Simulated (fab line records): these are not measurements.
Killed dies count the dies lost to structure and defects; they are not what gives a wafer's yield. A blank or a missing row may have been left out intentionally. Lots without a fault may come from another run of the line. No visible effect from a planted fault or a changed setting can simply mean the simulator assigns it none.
Problem report in the 8D (eight disciplines) form, filled by code    flow n5_finfet    the parts of the form that need people (team, actions taken, sign-off) are left out

1. THE PROBLEM
Wafers without a fault read 143.1 s, standard deviation 0.55; run_length_s at N5_BEOL_M5_ETCH_68 reads a mean of 149.7 s on 2 wafers belonging to 2 lots. That is +12 standard deviations from the usual mean.
The step: etches SOC in N2/H2, target depth 80 nm, overetch 16 nm, time 120 s.
First observed at day 12 09:19: wafer L493.2, on rie_diel-04. The record has a number at this step for 27 wafers belonging to 9 lots. Rule for "out" (also "out of limits"): further than 4 standard deviations from the usual mean. The other wafers with a number count as sound.

2. WHAT IT IS; WHAT IT IS NOT
question                     is                 is not
which readings at this step  run_length_s       drypump_motor_current_A, oes_product_au, rf_fwd_power_W, rf_vpp_V, showerhead_plenum_p_Torr, throttle_valve_pct
which lots                   L493, L495         L483, L485, L486, L488, L497, L499, L501
which wafers of those lots   L493.2, L495.2     L493.1, L493.6, L495.4, L495.5
read on which tools          rie_diel-04        rie_diel-02, rie_diel-06
when                         from day 12 09:19  up to then (14 sound wafers); but 11 sound wafers of L495, L497, L499, L501 came after

3. WHAT RULES OUT EACH SUSPECT
Counting: if a tool at a process step up to the reading ran every lot that is out, it stays a suspect. Sound lots after the first of them don't rule it out here, since some wafers of a struck lot are sound.
- rie_diel-04 at N5_BEOL_M5_ETCH_68 (etches SOC in N2/H2, target depth 80 nm, overetch 16 nm, time 120 s): kept. Ran every lot that is out, first one L493 (day 12 09:19); last sound lot up to then L486 (day 9 11:28). On those wafers its own readings are out: run_length_s.
Remaining after the count: rie_diel-04 at N5_BEOL_M5_ETCH_68.

4. THE CAUSE (what the simulator had put in)
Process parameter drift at N5_BEOL_M5_ETCH_68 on rie_diel-04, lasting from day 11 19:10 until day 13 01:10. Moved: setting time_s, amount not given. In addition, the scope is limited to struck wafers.
Counting left only this tool.

5. THE CHAIN OF EFFECTS, in route order
Rows list readings where the struck wafers' mean (over those with a number) sits beyond 3 standard deviations from the usual. Only readings for which the record gives a usual standard deviation are gone through. hours: the time from each lot's start at the first step in this table that gives one to its start at this step, as a median over the lots. sigmas: the change in usual standard deviations.
hours  step                reading       usual    on struck wafers  change  sigmas
0      N5_BEOL_M5_ETCH_68  run_length_s  143.1 s  149.7             +6.6    +12
It contains these process steps:
- N5_BEOL_M5_ETCH_68: etches SOC in N2/H2, target depth 80 nm, overetch 16 nm, time 120 s.

6. HOW IT WOULD HAVE BEEN CAUGHT EARLIER
The fault began at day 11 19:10; the first out-of-limits reading in this record came at day 12 09:19, 14 hours later.
